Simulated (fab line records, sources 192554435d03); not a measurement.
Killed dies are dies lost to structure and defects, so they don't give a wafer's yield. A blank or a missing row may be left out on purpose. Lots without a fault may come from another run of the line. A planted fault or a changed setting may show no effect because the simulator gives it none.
Which tool did it? | flow n5_finfet | 24 lots, 72 wafers sampled, at 4 steps of a route of 1938

WHAT THE GAUGES READ, wafer by wafer
N5_BEOL_M6_THK_MEAS_53: measures by xrf.
lot  | measured     | on            | M6_THK (nm)
L075 | day 9 01:31  | film_metro-02 | 73.8 79.5 80.3
L074 | day 9 02:04  | film_metro-01 | 77.8 81.8 78.1
L076 | day 9 06:10  | film_metro-02 | 76.1 81.6 76.9
L077 | day 9 22:56  | film_metro-01 | 79.6 75.5 81.1
L079 | day 10 01:42 | film_metro-01 | 74.6 79.3 78.0
L078 | day 10 02:29 | film_metro-01 | 80.8 77.4 79.1
L080 | day 10 11:47 | film_metro-01 | 79.0 77.1 77.6
L082 | day 10 20:35 | film_metro-01 | 81.7 75.8 76.8
L081 | day 10 20:51 | film_metro-01 | 72.3 79.1 76.8
L084 | day 11 01:48 | film_metro-01 | 77.4 74.5 79.5
L083 | day 11 02:45 | film_metro-01 | 73.9 72.1 76.0
L085 | day 11 17:20 | film_metro-02 | 75.8 77.0 78.4
L086 | day 12 03:13 | film_metro-01 | 79.1 79.3 84.3
L088 | day 12 12:56 | film_metro-02 | 78.0 74.7 80.7
L087 | day 12 13:17 | film_metro-01 | 77.5 77.6 78.8
L089 | day 12 20:29 | film_metro-02 | 76.8 79.4 77.6
L090 | day 13 11:31 | film_metro-02 | 78.2 74.2 79.1
L091 | day 13 14:11 | film_metro-01 | 73.9 77.1 78.6
L092 | day 13 16:20 | film_metro-01 | 77.2 72.3 77.1
L093 | day 14 01:26 | film_metro-02 | 71.6 79.2 80.7
L094 | day 14 01:53 | film_metro-01 | 77.1 78.2 76.4
L095 | day 14 14:54 | film_metro-02 | 78.2 78.9 81.7
L097 | day 14 19:52 | film_metro-01 | 78.0 78.7 84.4
L096 | day 14 21:20 | film_metro-02 | 76.7 79.1 83.0

N5_BEOL_M7_OVL_MEAS_12.
lot  | measured     | on         | M7_OVL (nm)
L075 | day 9 03:34  | overlay-02 | 0.6 0.9 1.3
L074 | day 9 04:27  | overlay-02 | 1.2 1.8 2.0
L076 | day 9 08:13  | overlay-02 | -0.7 -0.6 -1.0
L077 | day 10 01:13 | overlay-02 | -0.8 0.1 -0.6
L079 | day 10 05:16 | overlay-02 | -1.0 1.2 -0.9
L078 | day 10 05:25 | overlay-02 | 1.0 0.9 -0.3
L080 | day 10 16:16 | overlay-02 | -0.2 0.2 0.0
L082 | day 10 23:34 | overlay-01 | -0.2 0.5 0.3
L081 | day 11 00:03 | overlay-01 | 0.2 0.5 1.2
L084 | day 11 03:50 | overlay-02 | 1.0 1.5 1.6
L083 | day 11 04:21 | overlay-01 | -0.5 -0.5 -1.0
L085 | day 11 19:49 | overlay-01 | 0.8 1.9 -0.1
L086 | day 12 06:24 | overlay-02 | 1.2 0.1 0.0
L088 | day 12 15:16 | overlay-02 | 0.3 -0.2 0.1
L087 | day 12 15:25 | overlay-01 | 0.2 -0.4 -0.7
L089 | day 12 23:31 | overlay-02 | 1.0 1.2 2.0
L090 | day 13 12:57 | overlay-01 | 0.4 1.0 1.6
L091 | day 13 16:08 | overlay-02 | -0.7 -1.1 -0.3
L092 | day 13 19:24 | overlay-02 | 0.2 1.3 0.4
L093 | day 14 03:12 | overlay-01 | -0.6 -1.0 -0.5
L094 | day 14 05:38 | overlay-01 | 1.7 0.5 0.2
L095 | day 14 16:47 | overlay-01 | 1.2 0.9 0.1
L097 | day 14 22:24 | overlay-02 | 0.6 0.8 1.0
L096 | day 14 23:10 | overlay-02 | 1.6 1.3 0.9

N5_BEOL_M7_CD_MEAS_28: target cd 40 nm.
lot  | measured     | on        | cd_nm (nm)
L075 | day 9 04:33  | cd_sem-01 | 39.69 39.84 40.25
L074 | day 9 05:28  | cd_sem-02 | 40.29 40.00 39.98
L076 | day 9 09:44  | cd_sem-01 | 40.12 40.20 39.90
L077 | day 10 04:16 | cd_sem-01 | 39.97 40.13 40.02
L079 | day 10 06:46 | cd_sem-01 | 40.19 40.52 40.02
L078 | day 10 06:58 | cd_sem-01 | 40.02 39.30 39.57
L080 | day 10 17:58 | cd_sem-03 | 39.73 39.31 39.56
L082 | day 11 00:37 | cd_sem-03 | 40.10 40.21 40.46
L081 | day 11 01:08 | cd_sem-02 | 40.17 39.69 40.18
L084 | day 11 07:05 | cd_sem-02 | 39.77 39.95 40.32
L083 | day 11 07:16 | cd_sem-03 | 40.31 40.10 40.39
L085 | day 11 22:51 | cd_sem-01 | 39.79 39.61 39.93
L086 | day 12 09:08 | cd_sem-02 | 40.13 40.04 40.14
L088 | day 12 17:30 | cd_sem-03 | 39.82 39.78 40.04
L087 | day 12 17:05 | cd_sem-03 | 39.87 39.66 39.75
L089 | day 13 00:35 | cd_sem-02 | 39.99 40.16 40.08
L090 | day 13 13:49 | cd_sem-02 | 40.26 39.94 39.89
L091 | day 13 17:44 | cd_sem-01 | 40.72 40.96 40.51
L092 | day 13 21:47 | cd_sem-01 | 39.83 39.96 39.89
L093 | day 14 09:12 | cd_sem-02 | 40.20 40.08 40.09
L094 | day 14 09:14 | cd_sem-03 | 39.98 39.89 39.44
L095 | day 14 18:56 | cd_sem-01 | 39.78 40.11 39.90
L097 | day 15 00:55 | cd_sem-01 | 40.25 39.87 40.19
L096 | day 15 00:45 | cd_sem-02 | 40.34 39.85 39.85

N5_BEOL_M7_OVL_MEAS_29.
lot  | measured     | on         | V6_OVL (nm)
L075 | day 9 04:35  | overlay-02 | 0.0 -1.2 0.3
L074 | day 9 05:29  | overlay-02 | 0.2 0.3 0.4
L076 | day 9 09:46  | overlay-02 | -0.9 -0.9 -0.5
L077 | day 10 04:17 | overlay-02 | -0.9 0.9 -0.5
L079 | day 10 06:47 | overlay-02 | -1.1 -0.1 -0.6
L078 | day 10 07:00 | overlay-02 | 0.8 0.3 -0.6
L080 | day 10 18:01 | overlay-02 | 0.3 0.0 -0.9
L082 | day 11 00:39 | overlay-02 | 0.0 0.2 -0.7
L081 | day 11 01:11 | overlay-02 | -0.3 -0.4 -0.8
L084 | day 11 07:07 | overlay-02 | 0.3 0.5 -0.2
L083 | day 11 07:18 | overlay-01 | -1.4 -1.5 -0.9
L085 | day 11 22:53 | overlay-02 | -0.3 0.2 0.0
L086 | day 12 09:10 | overlay-01 | 0.3 0.0 -0.1
L088 | day 12 17:32 | overlay-02 | 0.8 0.2 0.6
L087 | day 12 17:07 | overlay-01 | -0.5 -1.1 0.0
L089 | day 13 00:37 | overlay-01 | -0.4 -0.1 -0.8
L090 | day 13 13:51 | overlay-01 | -1.1 -1.1 -0.9
L091 | day 13 17:46 | overlay-02 | -0.2 0.1 0.2
L092 | day 13 21:50 | overlay-01 | -0.4 -0.8 -1.3
L093 | day 14 09:14 | overlay-02 | -0.9 0.1 0.4
L094 | day 14 09:16 | overlay-01 | -0.2 0.2 0.9
L095 | day 14 18:58 | overlay-01 | 0.0 0.4 0.3
L097 | day 15 00:58 | overlay-02 | -0.1 0.4 0.4
L096 | day 15 00:47 | overlay-01 | -0.6 -1.0 -0.8

WHICH TOOL RAN EACH LOT (tool, then ch and the chambers of the sampled wafers, then the start)
The record holds no process step before these readings.

WHAT THE TOOLS THEMSELVES READ (means of the sampled wafers that have a number; where no wafer has one, the mark that the record gives instead)
The record holds no such reading with a usual standard deviation.

THE ANSWER, worked out from the rows above alone
Rule: what is usual is taken from the lots themselves. Put in order of their means at a reading, lots are off if they are a third of the lots or fewer, leave a main group of 4 or more, and stand apart from it by a gap of 3 or more times the standard deviation of the main group's means; of several such gaps the widest counts. A main group whose means are all the same, to the digits that the tables above print for the reading, isn't used. A lot without any number at a reading at which 4 lots or more have one is off too. The other lots that the step has rows for count as sound. The gauges are gone through in route order, then the tools' own readings, and for those a lot's mean is taken as printed above. The first step at which some lot is off is used, and at that step the reading that is off furthest; a lot without a number counts as furthest.
No lot is off at any reading shown: from this, nothing can be told.

WHAT THE SIMULATOR HAD PUT IN
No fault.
